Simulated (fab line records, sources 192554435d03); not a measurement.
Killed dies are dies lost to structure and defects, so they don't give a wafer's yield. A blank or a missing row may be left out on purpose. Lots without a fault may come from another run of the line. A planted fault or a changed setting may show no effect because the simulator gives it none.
fab line records | flow n5_finfet
record lots=7 wafers=21 last_day=17
route steps=1938 shown SDB@370 DUMMY_REMOVAL@377 BEOL_M4@1111
lots that met no fault: from a run of the same line without faults
start_h: hours from the record's first day to the start of the lot's first wafer shown | wait_h: hours since the lot's step before | " the same as in the row above | L1.1+2: a row that stands for several wafers | - no value, or no start given | * or withheld: withheld | < > ~ a bound
route shown NAME@n: a module of which the file shows steps, and the number in the route of the first | usual: mean/standard deviation of fault-free wafers | same: alike in all rows | chamber/n: place in a boat | sites: the reading at each site | _std_site: their standard deviation | _edge_site: outer sites' mean less inner sites' | radius_mm: how far each site lies from the wafer's centre | mask NAME#n: copy n | behind: the tool/chamber that last shaped the wafer | hold: why the lot was held/for how many hours/how that ended | device: the transistor (n, p or np) that didn't switch | end of line: the same wafers' tests at the end of the route | a step without rows: its recipe alone | killed: dies lost to structure and defects at the first sort, not the wafer's yield | map: a wafer's dies, x killed, . not, _ none there
set.NAME: the setting as run; set.NAME@STEP: as run at that earlier step | model.NAME: the simulator's own value behind a step, which no gauge read
lots at some steps of the route; a table a step, a row a wafer
services: from which hour (start_h, from the record's first day; less than 0 if before it) a tool's chamber was out of use, for how many hours, and why
## steps
# step N5_SDB_PRECLEAN_38
# recipe chemistry=dHF time_s=10 dilution=750:1 temp_c=25
# step N5_SDB_PRECLEAN_39
# recipe chemistry=O3/DIW time_s=45 temp_c=22 o3_ppm=10
# step N5_SDB_SRD_28
# recipe dry=ipa_marangoni time_s=30 temp_c=23 rinse_liquid=diw
# step N5_SDB_ALD_29
# recipe material=SiNx target_thk_a=300 temp_c=400 ald_precursor_family=SiH2I2 ald_co_reactant=N2/H2-plasma pulse_time_s=1 ald_cycles=600 purge_time_s=2 co_reactant_purge_time_s=2 pressure_torr=2
# usual chamber_pressure_Torr=2.000/0.0042 heater_power_outer_w=483/58 heater_power_w=805/84 precursor_pulse_height_rel=1.000/0.02
# columns lot.wafer tool chamber start_h wait_h chamber_pressure_Torr heater_power_outer_w heater_power_w precursor_pulse_height_rel
L370.3 ald_sin-04 1 78.43 0.0 1.999 408 691 0.977
L370.5 " 3 79.78 1.4 2.006 460 780 1.011
L370.6 " 0 " " 2.004 439 799 0.987
L371.2 ald_sin-02 0 81.47 1.2 2.000 466 819 1.002
L371.4 " 1 82.82 2.5 2.000 570 897 0.992
L371.6 " 0 " " 2.005 473 825 1.012
L372.1 ald_sin-01 1 82.79 0.0 2.001 425 673 1.013
L372.5 " 1 84.14 1.4 2.002 447 679 1.028
L372.6 " 0 " " 1.998 472 790 1.007
L373.2 ald_sin-02 3 91.91 0.0 1.996 574 924 1.008
L373.4 " 0 " " 1.997 471 819 1.000
L373.6 " 0 93.26 1.4 2.007 462 822 1.011
L374.3 ald_sin-04 0 98.38 0.1 2.001 445 815 0.986
L374.5 " 2 99.73 1.4 1.999 441 720 0.984
L374.6 " 1 " " 1.987 404 702 1.036
L381.1 ald_sin-01 0 138.61 0.0 1.998 462 803 0.974
L381.2 " 2 " " 2.009 618 958 0.994
L381.5 " 3 139.96 1.4 1.998 507 881 0.982
L391.2 ald_sin-04 3 198.44 0.0 1.999 484 859 0.998
L391.3 " 1 " " 2.004 421 703 0.986
L391.6 " 1 199.79 1.4 2.000 416 721 1.020
# step N5_SDB_CMP_30
# recipe stop_on=poly-Si t_overpolish_s=1.54 post_cmp_clean=alkaline_brush down_force_psi=4.1491 platen_rpm=51.796 pad_velocity_m_s=1.0306 target_thk_nm=30
# usual motor_current_A=12.6/1.2 overpolish_run_s=1.539/0.0093 time_to_endpoint_s=17.9/2.4
# columns lot.wafer tool chamber start_h wait_h motor_current_A overpolish_run_s time_to_endpoint_s
L370.3 cmp-03 0 81.22 1.4 13.9 1.535 18.7
L370.5 " 0 " " 13.2 1.547 19.6
L370.6 " 1 " " 12.6 1.537 14.7
L371.4 cmp-03 1 84.20 0.0 12.4 1.522 17.3
L371.2 " 0 " " 13.9 1.529 19.3
L371.6 " 2 " " 14.5 1.539 16.7
L372.1 cmp-01 3 85.54 1.4 15.9 1.530 17.6
L372.6 " 3 " " 15.5 1.528 17.2
L372.5 " 0 " " 11.5 1.526 17.8
L373.4 cmp-04 3 94.65 1.4 11.3 1.544 19.8
L373.2 " 2 " " 12.4 1.557 15.1
L373.6 " 3 " " 10.9 1.545 14.9
L374.3 cmp-04 1 101.15 1.4 11.6 1.532 21.3
L374.6 " 0 " " 11.2 1.539 17.8
L374.5 " 1 " " 11.7 1.544 22.3
L381.1 cmp-01 0 141.34 1.4 11.7 1.539 15.6
L381.2 " 1 " " 12.6 1.547 18.2
L381.5 " 0 " " 12.2 1.524 18.3
L391.2 cmp-03 3 201.23 1.4 11.9 1.540 18.1
L391.3 " 1 " " 12.6 1.536 14.2
L391.6 " 2 " " 14.2 1.526 16.3
# step N5_SDB_THK_MEAS_31
# recipe reads=a-Si_of_DUMMY_GATE_CVD_03
# usual SDB_THK=64.4/1.1
# columns lot.wafer tool chamber start_h wait_h SDB_THK[nm]
L370.3 film_metro-01 - 81.52 - 61.7
L370.5 " - " " 62.8
L370.6 " - " " 63.9
L371.2 film_metro-02 - 84.50 - 66.2
L371.4 " - " " 64.5
L371.6 " - " " 64.2
L372.1 film_metro-01 - 85.83 - 63.1
L372.5 " - " " 63.8
L372.6 " - " " 64.8
L373.2 film_metro-02 - 94.95 - 65.7
L373.4 " - " " 65.1
L373.6 " - " " 65.2
L374.3 film_metro-01 - 101.41 - 63.6
L374.5 " - " " 61.8
L374.6 " - " " 63.7
L381.1 film_metro-02 - 141.64 - 64.2
L381.2 " - " " 64.4
L381.5 " - " " 65.1
L391.2 film_metro-01 - 201.48 - 65.9
L391.3 " - " " 64.4
L391.6 " - " " 65.0
# step N5_SDB_INSPECT_36
# recipe inspect_instrument=darkfield mode=post_cmp
# usual raw_defect_count=32/13
# columns lot.wafer tool chamber start_h wait_h raw_defect_count
L370.3 defect_inspect-02 - 81.54 0.0 40
L370.5 " - " " 20
L370.6 " - " " 32
L371.2 defect_inspect-01 - 84.53 0.0 24
L371.4 " - " " 21
L371.6 " - " " 18
L372.1 defect_inspect-02 - 85.86 0.0 17
L372.5 " - " " 27
L372.6 " - " " 29
L373.2 defect_inspect-02 - 94.97 0.0 57
L373.4 " - " " 40
L373.6 " - " " 46
L374.3 defect_inspect-01 - 101.43 0.0 55
L374.5 " - " " 26
L374.6 " - " " 53
L381.1 defect_inspect-02 - 141.66 0.0 29
L381.2 " - " " 28
L381.5 " - " " 20
L391.2 defect_inspect-02 - 201.51 0.0 26
L391.3 " - " " 40
L391.6 " - " " 12
# step N5_DUMMY_REMOVAL_HM_STRIP_01
# recipe chemistry=CH3F/O2 material=SiNx target_depth_a=40 stop_on=poly-Si time_s=6.8 over_etch_frac=0.3 ion_energy_ev=60 power_w=410 bias_w=29 Ar_flow_sccm=150 CH3F_flow_sccm=30 O2_flow_sccm=20
# usual CH3F_flow_sccm=30.00/0.1 O2_flow_sccm=20.00/0.066 drypump_motor_current_A=5.83/0.22 oes_product_au=0.62/0.054 rf_vpp_V=127.1/1 showerhead_plenum_p_Torr=1.98/0.07 throttle_valve_pct=16.47/0.18
# columns lot.wafer tool chamber start_h wait_h CH3F_flow_sccm O2_flow_sccm drypump_motor_current_A oes_product_au rf_hours_counter_h rf_vpp_V showerhead_plenum_p_Torr throttle_valve_pct
L370.3 rie_diel-05 0 81.71 0.2 30.03 20.01 5.82 0.58 198 127.5 1.99 16.70
L370.5 " 2 " " 30.07 19.91 5.81 0.74 - 128.4 2.14 16.41
L370.6 " 3 " " 30.06 19.98 6.01 0.63 - 127.4 1.94 16.51
L371.2 rie_diel-04 0 84.61 0.1 29.77 19.97 5.54 0.61 158 127.8 1.92 16.38
L371.4 " 2 " " 29.95 20.04 5.61 0.57 224 125.8 1.90 16.43
L371.6 " 1 " " 29.85 20.05 5.98 0.71 - 126.7 1.96 16.00
L372.1 rie_diel-03 0 85.89 0.0 29.95 19.97 6.24 0.61 149 127.9 2.00 16.50
L372.5 " 1 " " 30.00 19.90 5.60 0.63 - 126.0 1.93 16.40
L372.6 " 2 " " 30.04 19.91 5.71 0.63 - 128.6 2.08 16.36
L373.2 rie_diel-03 3 95.01 0.0 30.01 20.02 5.81 0.56 227 126.1 1.90 16.47
L373.4 " 2 " " 30.01 19.82 5.71 0.64 123 128.2 2.08 16.35
L373.6 " 1 " " 30.01 20.00 5.57 0.63 - 125.6 1.93 16.41
L374.3 rie_diel-04 1 101.47 0.0 30.02 19.98 6.02 0.71 54 126.9 1.95 16.02
L374.5 " 3 " " 30.10 19.98 6.22 0.62 - 128.0 2.01 16.61
L374.6 " 2 " " 30.03 20.04 5.62 0.57 - 126.1 1.90 16.44
L381.1 rie_diel-04 3 141.71 0.0 30.04 19.99 6.21 0.61 165 127.1 2.00 16.62
L381.2 " 1 " " 30.06 20.01 6.01 0.69 67 126.1 1.95 16.06
L381.5 " 1 " " 30.03 20.03 6.03 0.70 - 127.6 1.95 16.04
L391.2 rie_diel-05 3 201.54 0.0 29.85 20.00 5.98 0.60 157 126.0 1.93 16.58
L391.3 " 2 " " 29.85 20.01 5.82 0.69 62 128.5 2.13 16.45
L391.6 " 3 " " 30.06 19.94 6.00 0.60 - 126.2 1.93 16.59
# step N5_DUMMY_REMOVAL_STRIP_10
# recipe chemistry=N2/H2 time_s=40 power_w=100 temp_c=40 pressure_mtorr=100 rf_frequency_hz=6e+07 bias_power_w=3 n2_flow_sccm=300 h2_flow_sccm=300
# usual bias_power_w=3.000/0.0086 drypump_motor_current_A=5.85/0.23 oes_product_au=0.76/0.072 rf_vpp_V=45.3/0.88 showerhead_plenum_p_Torr=3.34/0.11 throttle_valve_pct=12.34/0.19
# columns lot.wafer tool chamber start_h wait_h bias_power_w drypump_motor_current_A oes_product_au rf_hours_counter_h rf_vpp_V showerhead_plenum_p_Torr throttle_valve_pct
L370.3 rie_diel-05 0 81.74 0.0 2.984 5.82 0.70 198 43.7 3.35 12.59
L370.5 " 2 " " 3.002 5.83 0.92 - 45.6 3.59 12.15
L370.6 " 3 " " 2.995 5.99 0.77 - 45.4 3.25 12.24
L371.2 rie_diel-04 0 84.64 0.0 3.004 5.52 0.76 158 44.5 3.23 12.23
L371.4 " 2 " " 2.996 5.63 0.71 224 45.6 3.20 12.25
L371.6 " 1 " " 3.007 6.03 0.90 - 45.1 3.32 11.92
L372.1 rie_diel-03 0 85.93 0.0 3.020 6.29 0.74 149 44.9 3.37 12.44
L372.5 " 1 " " 3.003 5.60 0.78 - 44.6 3.27 12.46
L372.6 " 2 " " 2.986 5.70 0.79 - 45.1 3.51 12.24
L373.2 rie_diel-03 3 95.04 0.0 3.012 5.81 0.69 227 46.5 3.20 12.39
L373.4 " 2 " " 3.002 5.70 0.79 123 47.3 3.51 12.25
L373.6 " 1 " " 2.998 5.60 0.78 - 45.1 3.26 12.47
L374.3 rie_diel-04 1 101.50 0.0 2.995 6.04 0.89 54 47.0 3.31 11.93
L374.5 " 3 " " 2.993 6.23 0.77 - 45.5 3.39 12.43
L374.6 " 2 " " 3.013 5.62 0.71 - 43.8 3.20 12.28
L381.1 rie_diel-04 3 141.74 0.0 2.999 6.22 0.75 165 45.4 3.38 12.47
L381.2 " 1 " " 2.990 6.02 0.87 67 45.2 3.31 11.97
L381.5 " 1 " " 2.997 6.00 0.87 - 44.3 3.31 11.97
L391.2 rie_diel-05 3 201.58 0.0 3.007 6.00 0.75 157 43.1 3.23 12.34
L391.3 " 2 " " 2.997 5.84 0.87 62 47.2 3.57 12.23
L391.6 " 3 " " 3.011 6.03 0.74 - 44.9 3.23 12.33
# step N5_DUMMY_REMOVAL_PRECLEAN_07
# recipe chemistry=dHF time_s=30 temp_c=25 dilution=withheld
# step N5_DUMMY_REMOVAL_DUMMY_REMOVE_02
# recipe chemistry=TMAH temp_c=70 target=poly-Si stop_on=SiO2 target_depth_nm=142 conc_wt_pct=5 time_s=57 dry=ipa_marangoni rinse_time_s=30 rinse_temp_c=23
# step N5_DUMMY_REMOVAL_INSPECT_06
# recipe inspect_instrument=brightfield mode=aei
# usual raw_defect_count=11/5.7
# columns lot.wafer tool chamber start_h wait_h raw_defect_count
L370.3 defect_inspect-02 - 81.91 0.0 11
L370.5 " - " " 12
L370.6 " - " " 9
L371.2 defect_inspect-01 - 84.81 0.0 10
L371.4 " - " " 5
L371.6 " - " " 11
L372.1 defect_inspect-01 - 86.09 0.0 5
L372.5 " - " " 6
L372.6 " - " " 9
L373.2 defect_inspect-01 - 95.21 0.0 7
L373.4 " - " " 6
L373.6 " - " " 14
L374.3 defect_inspect-01 - 101.66 0.0 15
L374.5 " - " " 13
L374.6 " - " " 23
L381.1 defect_inspect-01 - 141.96 0.0 9
L381.2 " - " " 11
L381.5 " - " " 7
L391.2 defect_inspect-02 - 201.74 0.0 13
L391.3 " - " " 14
L391.6 " - " " 12
# step N5_DUMMY_REMOVAL_PRECLEAN_08
# recipe chemistry=NF3:NH3 afs_cycles=2 temp_c=30 time_s=20 sublimation_temp_c=180 sublimation_time_s=60 pressure_torr=3 rf_power_w=30
# usual time_s=20/0
# columns lot.wafer tool chamber start_h wait_h time_s
L370.3 remote_plasma-01 0 82.00 0.1 20
L370.5 " 0 " " 20
L370.6 " 0 " " 20
L371.2 remote_plasma-02 1 84.88 0.1 20
L371.4 " 1 " " 20
L371.6 " 1 " " 20
L372.1 remote_plasma-01 1 86.13 0.0 24.357
L372.5 " 1 " " 20
L372.6 " 1 " " 24.357
L373.2 remote_plasma-01 1 95.28 0.1 20
L373.4 " 1 " " 20
L373.6 " 1 " " 24.357
L374.3 remote_plasma-01 0 101.76 0.1 20
L374.5 " 0 " " 20
L374.6 " 0 " " 24.357
L381.1 remote_plasma-02 0 142.00 0.0 20
L381.2 " 0 " " 20
L381.5 " 0 " " 20
L391.2 remote_plasma-02 1 201.81 0.1 20
L391.3 " 1 " " 20
L391.6 " 1 " " 20
# step N5_DUMMY_REMOVAL_PRECLEAN_04
# recipe chemistry=DHF time_s=37 temp_c=25 dilution=500:1
# step N5_BEOL_M4_RC_MEAS_101
# usual DIBL_N=36.8/1.5 DIBL_P=37.1/2.1 IOFF_N=0.168/0.03 IOFF_P=0.22/0.034 ION_N=679/12 ION_P=466/8 SS_N=71.7/0.58 SS_P=73.5/0.67 VT_N=248.8/2.7 VT_P=-250/3.3
# columns lot.wafer tool chamber start_h wait_h DIBL_N[mV/V] DIBL_P[mV/V] IOFF_N[nA/um] IOFF_P[nA/um] ION_N[uA/um] ION_P[uA/um] SS_N[mV/dec] SS_P[mV/dec] VT_N[mV] VT_P[mV]
L370.3 prober-01 0 170.95 0.3 37.1 38.3 0.189 0.25 681 461 71.5 73.4 245.9 -247
L370.5 " 0 " " 37.0 37.9 0.182 0.25 684 467 71.4 74.3 248.8 -247
L370.6 " 0 " " 38.0 39.9 0.210 0.28 692 471 71.4 74.6 246.4 -245
L373.2 prober-02 0 179.72 0.2 37.0 38.1 0.181 0.24 689 472 72.0 73.5 247.1 -250
L373.4 " 0 " " 35.9 37.1 0.148 0.22 671 464 71.5 73.0 252.6 -250
L373.6 " 0 " " 38.1 39.6 0.203 0.27 683 472 72.3 73.8 246.0 -247
L371.2 prober-01 0 181.64 0.2 38.3 38.9 0.182 0.25 690 470 71.7 73.5 243.2 -247
L371.4 " 0 " " 35.0 34.0 0.110 0.17 651 459 71.0 71.8 250.6 -253
L371.6 " 0 " " 36.2 35.3 0.132 0.18 668 463 70.8 72.6 251.6 -251
L372.1 prober-02 0 181.77 0.0 35.7 35.6 0.149 0.22 680 469 71.1 72.9 248.8 -248
L372.5 " 0 " " 36.3 36.4 0.153 0.24 696 480 71.0 72.7 249.3 -249
L372.6 " 0 " " 36.9 36.8 0.160 0.26 683 477 70.8 74.1 250.3 -246
L374.3 prober-01 0 186.07 0.3 36.4 35.5 0.150 0.21 674 466 71.7 72.3 249.1 -250
L374.5 " 0 " " 37.0 36.5 0.167 0.23 669 464 72.5 73.1 249.3 -250
L374.6 " 0 " " 36.2 35.8 0.144 0.21 665 460 71.8 73.0 252.6 -249
L381.1 prober-02 0 240.32 0.0 40.2 41.8 0.242 0.28 691 470 72.5 74.8 245.4 -246
L381.2 " 0 " " 34.4 35.9 0.125 0.19 652 459 71.3 73.3 252.5 -249
L381.5 " 0 " " 37.3 39.9 0.182 0.24 673 461 72.7 74.3 248.5 -248
L391.2 prober-02 0 296.74 0.2 38.0 37.6 0.201 0.27 688 467 72.2 73.3 247.5 -246
L391.3 " 0 " " 34.4 33.6 0.137 0.19 673 464 71.1 72.2 249.0 -251
L391.6 " 0 " " 37.1 36.5 0.189 0.25 692 475 71.8 73.0 245.8 -245
## services
# columns tool chamber start_h hours kind
remote_plasma-02 - 56.96 0.4 repair
cmp-04 - 57.14 1.3 repair
cmp-04 - 58.80 6.5 pm
ald_sin-02 - 59.93 6.0 pm
cmp-01 - 66.30 4.0 pm
cmp-03 - 69.28 5.2 pm
cmp-04 - 79.04 5.5 pm
ald_sin-02 2 80.05 5.9 repair
cmp-01 - 90.59 2.2 repair
rie_diel-05 - 97.29 2.8 pm
cmp-04 - 111.90 1.4 repair
ald_sin-04 - 115.62 1.8 repair
cmp-03 - 127.15 1.9 repair
rie_diel-05 2 156.09 5.9 repair
rie_diel-03 - 158.81 0.4 repair
cmp-01 - 159.94 1.0 repair
rie_diel-04 2 166.33 - clean
rie_diel-04 2 166.33 - consumable_replace:esc
rie_diel-04 2 166.33 - consumable_replace:focus_ring
remote_plasma-02 - 169.92 0.2 repair
ald_sin-04 - 176.82 14.0 pm
ald_sin-02 1 187.06 8.4 repair
cmp-04 - 192.99 4.0 pm
remote_plasma-01 - 195.49 0.3 repair
## key
first_sign step=N5_DUMMY_REMOVAL_PRECLEAN_08 reading=time_s direction=up sigmas=99+ usual=* struck=*
effect none on later readings
met_at N5_DUMMY_REMOVAL_PRECLEAN_08
struck_wafers L372.1,L372.6,L373.6,L374.6
onset_between 82.00 86.13
fault kind=process_parameter_drift tool=remote_plasma-01 chamber=- onset_h=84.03 steps=N5_DUMMY_REMOVAL_PRECLEAN_08 channel=time_s offset=* shape=step end_h=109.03 scope=struck_wafers_only acts_in=* stated=*
